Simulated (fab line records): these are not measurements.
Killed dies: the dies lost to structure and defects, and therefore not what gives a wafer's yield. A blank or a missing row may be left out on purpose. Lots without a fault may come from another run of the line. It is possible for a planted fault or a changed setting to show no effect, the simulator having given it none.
Which of the tools did it? -- flow nand harc -- 72 wafers sampled from 24 lots at 1 step of a route of 1159

## WHAT EACH GAUGE READ, for each wafer
NHARC_P_GATE_CD_MEAS_59: the cd target is 720 nm.
lot,measured,on,cd nm (nm)
L074,day 5 01:57,cd sem-01,722.4 720.2 721.7
L075,day 5 11:09,cd sem-03,719.3 718.1 719.5
L076,day 5 19:13,cd sem-01,718.0 717.9 719.7
L077,day 5 20:05,cd sem-02,720.2 720.0 719.9
L079,day 6 08:14,cd sem-03,718.9 722.5 719.7
L078,day 6 09:07,cd sem-03,718.1 719.4 718.5
L080,day 6 19:16,cd sem-02,717.7 719.0 718.8
L081,day 6 19:50,cd sem-03,719.6 721.8 719.3
L082,day 7 06:52,cd sem-03,720.2 717.0 717.2
L083,day 7 07:35,cd sem-03,719.3 720.4 720.2
L085,day 7 20:03,cd sem-01,719.6 720.6 720.5
L084,day 7 20:20,cd sem-03,721.4 723.3 719.8
L086,day 8 12:29,cd sem-03,719.6 723.3 722.4
L087,day 8 13:26,cd sem-03,718.4 719.0 719.9
L088,day 8 19:19,cd sem-01,719.2 720.4 721.0
L089,day 8 23:29,cd sem-03,719.8 720.6 721.0
L090,day 9 00:00,cd sem-02,721.2 722.3 719.4
L091,day 9 12:17,cd sem-02,720.1 722.8 720.6
L092,day 9 13:02,cd sem-01,722.6 721.9 720.9
L093,day 9 23:43,cd sem-03,720.2 718.3 720.5
L094,day 10 01:11,cd sem-03,721.0 720.6 720.9
L095,day 10 12:38,cd sem-02,719.9 720.3 719.9
L096,day 10 20:58,cd sem-02,719.0 717.8 723.3
L097,day 10 21:08,cd sem-02,718.0 720.3 720.0

## WHAT TOOL EACH LOT RAN ON (gives the tool, then ch and the chambers of the sampled wafers, and finally the start)
The record shows no process step preceding these readings.

## AS READ BY THE TOOLS THEMSELVES (means over the sampled wafers that have a number; for cases with no such wafer, the mark the record gives instead)
The record holds no such reading with a usual standard deviation.

## THE ANSWER, worked out from the rows above alone
Rule: the lots themselves supply what counts as usual. The widest of any qualifying gaps counts: lots, ordered by their means at a reading, are off when they make up no more than a third of the lots, leave a main group of 4 or more, and stand apart from it by 3 or more times the standard deviation of that group's means. The tables above print the reading to a certain number of digits; a main group whose means all agree to those digits is not used. Also off: a lot with no number at a reading for which 4 or more lots have one. The other lots that the step has rows for count as sound. Order of review: gauges by route order, followed by the tools' own readings, for which a lot's mean as printed above is used. At the first step where some lot is off, the reading lying furthest off is the one used; lots without a number count as furthest.
Across all readings shown, no lot is off: no conclusion can be drawn from this.

## WHAT HAD BEEN PUT IN BY THE SIMULATOR
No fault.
